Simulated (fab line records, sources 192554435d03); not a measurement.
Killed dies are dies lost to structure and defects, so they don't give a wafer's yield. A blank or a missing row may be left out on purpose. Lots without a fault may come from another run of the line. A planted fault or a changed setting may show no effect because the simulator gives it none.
Which tool did it? | flow n5_finfet | 24 lots, 72 wafers sampled, at 5 steps of a route of 1938

WHAT THE GAUGES READ, wafer by wafer
N5_MOL_CONTACT_COAG_INSPECT_97: inspects for defects (darkfield).
lot  | measured     | on                | raw_defect_count
L074 | day 5 09:39  | defect_inspect-02 | 42 29 90
L075 | day 5 12:37  | defect_inspect-01 | 27 73 18
L076 | day 5 18:14  | defect_inspect-02 | 30 64 42
L077 | day 6 06:13  | defect_inspect-01 | 54 30 34
L078 | day 6 12:11  | defect_inspect-02 | 29 24 38
L079 | day 6 19:57  | defect_inspect-02 | 86 50 62
L080 | day 7 06:25  | defect_inspect-01 | 41 45 59
L081 | day 7 10:22  | defect_inspect-01 | 47 60 61
L082 | day 7 13:23  | defect_inspect-02 | 47 31 25
L083 | day 7 16:46  | defect_inspect-02 | 61 61 45
L084 | day 7 20:40  | defect_inspect-01 | 34 25 24
L085 | day 8 01:28  | defect_inspect-01 | 61 42 49
L086 | day 8 08:47  | defect_inspect-02 | 20 45 61
L087 | day 8 14:22  | defect_inspect-01 | 55 32 25
L088 | day 8 17:23  | defect_inspect-01 | 44 52 27
L089 | day 9 01:12  | defect_inspect-02 | 73 67 75
L090 | day 9 04:18  | defect_inspect-01 | 31 43 37
L091 | day 9 12:44  | defect_inspect-02 | 41 44 39
L092 | day 9 22:45  | defect_inspect-01 | 38 31 26
L093 | day 10 01:44 | defect_inspect-01 | 16 62 23
L094 | day 10 14:19 | defect_inspect-02 | 63 39 20
L095 | day 10 17:20 | defect_inspect-02 | 25 47 25
L096 | day 10 20:19 | defect_inspect-01 | 19 37 43
L097 | day 11 05:59 | defect_inspect-02 | 32 71 37

WHICH TOOL RAN EACH LOT (tool, then ch and the chambers of the sampled wafers, then the start)
lot  | N5_MOL_CONTACT_COAG_PRE_CLEAN_142 | N5_MOL_CONTACT_COAG_ETCHBACK_132   | N5_MOL_CONTACT_COAG_VIA_ETCH_46    | N5_MOL_CONTACT_COAG_ETCH_66
L074 | pvd_sputter-01, day 4 22:48       | rie_diel-04 ch 0,1,3, day 5 03:52  | rie_diel-04 ch 0,1,3, day 5 04:01  | rie_diel-04 ch 1,3, day 5 04:53
L075 | pvd_sputter-01, day 5 01:42       | rie_diel-01 ch 0,1,2, day 5 06:49  | rie_diel-01 ch 0,1,2, day 5 06:59  | rie_diel-05 ch 0,2,3, day 5 07:56
L076 | pvd_sputter-03, day 5 08:19       | rie_diel-01 ch 0,2,3, day 5 12:35  | rie_diel-01 ch 0,2,3, day 5 12:44  | rie_diel-05 ch 0,1,2, day 5 13:34
L077 | pvd_sputter-02, day 5 19:44       | rie_diel-05 ch 0,1,2, day 6 00:29  | rie_diel-05 ch 0,1,2, day 6 00:39  | rie_diel-05 ch 0,1,3, day 6 01:29
L078 | pvd_sputter-01, day 6 01:34       | rie_diel-01 ch 0,1,2, day 6 06:04  | rie_diel-01 ch 0,1,2, day 6 06:14  | rie_diel-04 ch 0,3, day 6 07:04
L079 | pvd_sputter-02, day 6 09:13       | rie_diel-05 ch 1,2,3, day 6 14:03  | rie_diel-05 ch 1,2,3, day 6 14:13  | rie_diel-04 ch 1,2, day 6 15:02
L080 | pvd_sputter-01, day 6 19:29       | rie_diel-05 ch 1,2,3, day 7 00:07  | rie_diel-05 ch 1,2,3, day 7 00:17  | rie_diel-05 ch 1,2, day 7 01:14
L081 | pvd_sputter-01, day 6 23:07       | rie_diel-04 ch 0,2,3, day 7 04:28  | rie_diel-04 ch 0,2,3, day 7 04:37  | rie_diel-05 ch 0,1,2, day 7 05:27
L082 | pvd_sputter-01, day 7 02:25       | rie_diel-04 ch 0,2,3, day 7 06:49  | rie_diel-04 ch 0,2,3, day 7 06:58  | rie_diel-05 ch 1,2, day 7 07:49
L083 | pvd_sputter-03, day 7 06:23       | rie_diel-04 ch 0,1,2, day 7 10:47  | rie_diel-04 ch 0,1,2, day 7 10:57  | rie_diel-01 ch 0,2,3, day 7 11:54
L084 | pvd_sputter-01, day 7 09:46       | rie_diel-01 ch 0,2, day 7 14:53    | rie_diel-01 ch 0,2, day 7 15:02    | rie_diel-01 ch 1,2, day 7 16:02
L085 | pvd_sputter-01, day 7 14:22       | rie_diel-01 ch 0,1,3, day 7 19:31  | rie_diel-01 ch 0,1,3, day 7 19:40  | rie_diel-04 ch 0,1,3, day 7 20:51
L086 | pvd_sputter-01, day 7 21:56       | rie_diel-01 ch 0,2,3, day 8 02:56  | rie_diel-01 ch 0,2,3, day 8 03:05  | rie_diel-01 ch 0,3, day 8 04:03
L087 | pvd_sputter-02, day 8 03:36       | rie_diel-01 ch 0,1,2, day 8 08:44  | rie_diel-01 ch 0,1,2, day 8 08:54  | rie_diel-04 ch 0,1,3, day 8 09:46
L088 | pvd_sputter-02, day 8 06:04       | rie_diel-04 ch 0,2,3, day 8 10:28  | rie_diel-04 ch 0,2,3, day 8 10:37  | rie_diel-01 ch 2,3, day 8 11:45
L089 | pvd_sputter-02, day 8 14:17       | rie_diel-01 ch 0,1,3, day 8 18:52  | rie_diel-01 ch 0,1,3, day 8 19:01  | rie_diel-04 ch 0,2,3, day 8 19:59
L090 | pvd_sputter-01, day 8 17:41       | rie_diel-04 ch 0,1,3, day 8 22:11  | rie_diel-04 ch 0,1,3, day 8 22:21  | rie_diel-05 ch 1,2, day 8 23:18
L091 | pvd_sputter-03, day 9 02:26       | rie_diel-04 ch 0,1,3, day 9 06:50  | rie_diel-04 ch 0,1,3, day 9 07:00  | rie_diel-05 ch 0,1,2, day 9 07:58
L092 | pvd_sputter-01, day 9 12:19       | rie_diel-04 ch 0,1, day 9 17:07    | rie_diel-04 ch 0,1, day 9 17:16    | rie_diel-01 ch 1,2, day 9 18:08
L093 | pvd_sputter-01, day 9 14:37       | rie_diel-05 ch 1,2, day 9 19:06    | rie_diel-05 ch 1,2, day 9 19:15    | rie_diel-01 ch 2,3, day 9 20:13
L094 | pvd_sputter-03, day 10 03:49      | rie_diel-01 ch 1,2,3, day 10 08:13 | rie_diel-01 ch 1,2,3, day 10 08:22 | rie_diel-04 ch 0,2,3, day 10 09:42
L095 | pvd_sputter-03, day 10 04:41      | rie_diel-04 ch 0,2, day 10 10:10   | rie_diel-04 ch 0,2, day 10 10:19   | rie_diel-05 ch 1,2,3, day 10 11:20
L096 | pvd_sputter-01, day 10 08:38      | rie_diel-05 ch 0,1,2, day 10 12:54 | rie_diel-05 ch 0,1,2, day 10 13:04 | rie_diel-04 ch 0,1,3, day 10 14:49
L097 | pvd_sputter-02, day 10 18:47      | rie_diel-01 ch 0,1, day 10 23:45   | rie_diel-01 ch 0,1, day 10 23:55   | rie_diel-04 ch 0,2,3, day 11 01:04
- N5_MOL_CONTACT_COAG_PRE_CLEAN_142: time 60 s.
- N5_MOL_CONTACT_COAG_ETCHBACK_132: etches SiO2 in CHF3, target depth 10 nm, time 6.7 s.
- N5_MOL_CONTACT_COAG_VIA_ETCH_46: etches SiO2 in C4F6/O2, target depth 46 nm, overetch 9.2 nm, time 40 s.
- N5_MOL_CONTACT_COAG_ETCH_66: etches SiARC in CF4, target depth 13 nm, time 21.7 s.

WHAT THE TOOLS THEMSELVES READ (means of the sampled wafers that have a number; where no wafer has one, the mark that the record gives instead)
N5_MOL_CONTACT_COAG_PRE_CLEAN_142.
lot  | tool           | heater_power_w (W) | susceptor_temp_C (C)
L074 | pvd_sputter-01 | 465                | 299.87
L075 | pvd_sputter-01 | 440                | 300.04
L076 | pvd_sputter-03 | 412                | 300.05
L077 | pvd_sputter-02 | 474                | 299.91
L078 | pvd_sputter-01 | 450                | 299.99
L079 | pvd_sputter-02 | 513                | 300.14
L080 | pvd_sputter-01 | 463                | 300.11
L081 | pvd_sputter-01 | 460                | 299.92
L082 | pvd_sputter-01 | 465                | 300.05
L083 | pvd_sputter-03 | 433                | 300.05
L084 | pvd_sputter-01 | 466                | 299.93
L085 | pvd_sputter-01 | 468                | 299.75
L086 | pvd_sputter-01 | 446                | 300.28
L087 | pvd_sputter-02 | 523                | 300.12
L088 | pvd_sputter-02 | 519                | 299.89
L089 | pvd_sputter-02 | 474                | 299.86
L090 | pvd_sputter-01 | 460                | 299.98
L091 | pvd_sputter-03 | 421                | 299.87
L092 | pvd_sputter-01 | 462                | 299.79
L093 | pvd_sputter-01 | 451                | 299.89
L094 | pvd_sputter-03 | 440                | 299.98
L095 | pvd_sputter-03 | 431                | 300.02
L096 | pvd_sputter-01 | 460                | 300.07
L097 | pvd_sputter-02 | 521                | 300.10

N5_MOL_CONTACT_COAG_ETCHBACK_132.
lot  | tool        | drypump_motor_current_A (A) | oes_product_au (a.u.) | rf_vpp_V (V) | showerhead_plenum_p_Torr (Torr) | throttle_valve_pct (%)
L074 | rie_diel-04 | 6.2                         | 0.80                  | 524          | 2.42                            | 18.64
L075 | rie_diel-01 | 5.3                         | 0.74                  | 531          | 2.39                            | 18.69
L076 | rie_diel-01 | 5.5                         | 0.78                  | 523          | 2.33                            | 18.57
L077 | rie_diel-05 | 5.7                         | 0.83                  | 523          | 2.39                            | 18.47
L078 | rie_diel-01 | 5.2                         | 0.72                  | 532          | 2.38                            | 18.70
L079 | rie_diel-05 | 5.7                         | 0.87                  | 527          | 2.37                            | 18.41
L080 | rie_diel-05 | 5.7                         | 0.87                  | 527          | 2.37                            | 18.43
L081 | rie_diel-04 | 5.8                         | 0.72                  | 522          | 2.40                            | 18.50
L082 | rie_diel-04 | 5.7                         | 0.72                  | 522          | 2.40                            | 18.51
L083 | rie_diel-04 | 5.6                         | 0.78                  | 539          | 2.40                            | 18.62
L084 | rie_diel-01 | 5.4                         | 0.72                  | 534          | 2.35                            | 18.75
L085 | rie_diel-01 | 5.4                         | 0.77                  | 525          | 2.39                            | 18.59
L086 | rie_diel-01 | 5.5                         | 0.76                  | 523          | 2.33                            | 18.60
L087 | rie_diel-01 | 5.3                         | 0.71                  | 531          | 2.38                            | 18.72
L088 | rie_diel-04 | 5.7                         | 0.71                  | 523          | 2.40                            | 18.51
L089 | rie_diel-01 | 5.4                         | 0.77                  | 525          | 2.39                            | 18.60
L090 | rie_diel-04 | 6.2                         | 0.76                  | 524          | 2.41                            | 18.68
L091 | rie_diel-04 | 6.2                         | 0.76                  | 525          | 2.41                            | 18.68
L092 | rie_diel-04 | 6.0                         | 0.75                  | 534          | 2.39                            | 18.78
L093 | rie_diel-05 | 6.1                         | 0.82                  | 515          | 2.36                            | 18.43
L094 | rie_diel-01 | 5.3                         | 0.74                  | 521          | 2.35                            | 18.57
L095 | rie_diel-04 | 5.4                         | 0.69                  | 533          | 2.37                            | 18.64
L096 | rie_diel-05 | 5.7                         | 0.80                  | 522          | 2.38                            | 18.51
L097 | rie_diel-01 | 5.2                         | 0.72                  | 533          | 2.44                            | 18.75

N5_MOL_CONTACT_COAG_VIA_ETCH_46.
lot  | tool        | drypump_motor_current_A (A) | oes_product_au (a.u.) | rf_vpp_V (V) | showerhead_plenum_p_Torr (Torr) | throttle_valve_pct (%)
L074 | rie_diel-04 | 6.2                         | 0.71                  | 1587         | 2.89                            | 40.5
L075 | rie_diel-01 | 5.3                         | 0.66                  | 1609         | 2.85                            | 40.9
L076 | rie_diel-01 | 5.5                         | 0.69                  | 1581         | 2.78                            | 40.6
L077 | rie_diel-05 | 5.7                         | 0.75                  | 1581         | 2.86                            | 40.8
L078 | rie_diel-01 | 5.3                         | 0.65                  | 1610         | 2.85                            | 40.9
L079 | rie_diel-05 | 5.7                         | 0.78                  | 1595         | 2.83                            | 40.7
L080 | rie_diel-05 | 5.7                         | 0.79                  | 1596         | 2.82                            | 40.7
L081 | rie_diel-04 | 5.7                         | 0.65                  | 1585         | 2.87                            | 40.4
L082 | rie_diel-04 | 5.7                         | 0.65                  | 1585         | 2.87                            | 40.4
L083 | rie_diel-04 | 5.7                         | 0.70                  | 1630         | 2.87                            | 40.8
L084 | rie_diel-01 | 5.4                         | 0.64                  | 1614         | 2.81                            | 41.0
L085 | rie_diel-01 | 5.4                         | 0.70                  | 1589         | 2.86                            | 40.6
L086 | rie_diel-01 | 5.4                         | 0.67                  | 1582         | 2.77                            | 40.6
L087 | rie_diel-01 | 5.3                         | 0.65                  | 1607         | 2.84                            | 40.9
L088 | rie_diel-04 | 5.7                         | 0.64                  | 1583         | 2.87                            | 40.4
L089 | rie_diel-01 | 5.4                         | 0.69                  | 1590         | 2.85                            | 40.6
L090 | rie_diel-04 | 6.2                         | 0.67                  | 1587         | 2.88                            | 40.5
L091 | rie_diel-04 | 6.2                         | 0.68                  | 1587         | 2.88                            | 40.5
L092 | rie_diel-04 | 5.9                         | 0.66                  | 1617         | 2.86                            | 40.8
L093 | rie_diel-05 | 6.1                         | 0.74                  | 1562         | 2.82                            | 40.8
L094 | rie_diel-01 | 5.3                         | 0.67                  | 1575         | 2.81                            | 40.6
L095 | rie_diel-04 | 5.5                         | 0.62                  | 1613         | 2.84                            | 40.7
L096 | rie_diel-05 | 5.7                         | 0.71                  | 1581         | 2.84                            | 40.8
L097 | rie_diel-01 | 5.2                         | 0.64                  | 1615         | 2.91                            | 40.9

N5_MOL_CONTACT_COAG_ETCH_66.
lot  | tool        | drypump_motor_current_A (A) | etch_rf_on_time_s (s) | oes_product_au (a.u.) | rf_vpp_V (V) | showerhead_plenum_p_Torr (Torr) | throttle_valve_pct (%)
L074 | rie_diel-04 | 6.5                         | 21.4                  | 0.69                  | 184.5        | 2.20                            | 15.45
L075 | rie_diel-05 | 5.3                         | 22.1                  | 0.64                  | 184.0        | 2.16                            | 15.54
L076 | rie_diel-05 | 5.7                         | 21.9                  | 0.71                  | 183.4        | 2.16                            | 15.34
L077 | rie_diel-05 | 5.7                         | 22.3                  | 0.77                  | 184.0        | 2.14                            | 15.35
L078 | rie_diel-04 | 6.0                         | 21.6                  | 0.60                  | 184.2        | 2.15                            | 15.56
L079 | rie_diel-04 | 5.4                         | 22.8                  | 0.68                  | 184.8        | 2.15                            | 15.30
L080 | rie_diel-05 | 5.7                         | 21.7                  | 0.70                  | 184.8        | 2.14                            | 15.30
L081 | rie_diel-05 | 5.7                         | 21.9                  | 0.70                  | 183.7        | 2.15                            | 15.36
L082 | rie_diel-05 | 5.7                         | 21.9                  | 0.69                  | 183.6        | 2.14                            | 15.29
L083 | rie_diel-01 | 5.5                         | 21.8                  | 0.65                  | 183.4        | 2.10                            | 15.49
L084 | rie_diel-01 | 5.1                         | 21.9                  | 0.62                  | 184.4        | 2.16                            | 15.50
L085 | rie_diel-04 | 6.2                         | 21.6                  | 0.66                  | 183.5        | 2.17                            | 15.55
L086 | rie_diel-01 | 5.6                         | 21.5                  | 0.70                  | 183.5        | 2.11                            | 15.40
L087 | rie_diel-04 | 6.2                         | 21.8                  | 0.65                  | 183.7        | 2.17                            | 15.55
L088 | rie_diel-01 | 5.5                         | 21.6                  | 0.69                  | 183.1        | 2.07                            | 15.35
L089 | rie_diel-04 | 5.7                         | 22.1                  | 0.60                  | 183.9        | 2.16                            | 15.45
L090 | rie_diel-05 | 5.7                         | 21.6                  | 0.68                  | 183.6        | 2.14                            | 15.32
L091 | rie_diel-05 | 5.7                         | 21.9                  | 0.69                  | 184.0        | 2.15                            | 15.38
L092 | rie_diel-01 | 5.2                         | 22.0                  | 0.61                  | 184.3        | 2.15                            | 15.53
L093 | rie_diel-01 | 5.3                         | 21.6                  | 0.64                  | 182.7        | 2.06                            | 15.46
L094 | rie_diel-04 | 5.7                         | 22.3                  | 0.60                  | 183.8        | 2.15                            | 15.47
L095 | rie_diel-05 | 5.6                         | 22.2                  | 0.71                  | 182.8        | 2.12                            | 15.34
L096 | rie_diel-04 | 6.2                         | 21.6                  | 0.64                  | 183.7        | 2.16                            | 15.58
L097 | rie_diel-04 | 5.8                         | 22.0                  | 0.60                  | 184.4        | 2.15                            | 15.48

THE ANSWER, worked out from the rows above alone
Rule: what is usual is taken from the lots themselves. Put in order of their means at a reading, lots are off if they are a third of the lots or fewer, leave a main group of 4 or more, and stand apart from it by a gap of 3 or more times the standard deviation of the main group's means; of several such gaps the widest counts. A main group whose means are all the same, to the digits that the tables above print for the reading, isn't used. A lot without any number at a reading at which 4 lots or more have one is off too. The other lots that the step has rows for count as sound. The gauges are gone through in route order, then the tools' own readings, and for those a lot's mean is taken as printed above. The first step at which some lot is off is used, and at that step the reading that is off furthest; a lot without a number counts as furthest.
No lot is off at any reading shown: from this, nothing can be told.

WHAT THE SIMULATOR HAD PUT IN
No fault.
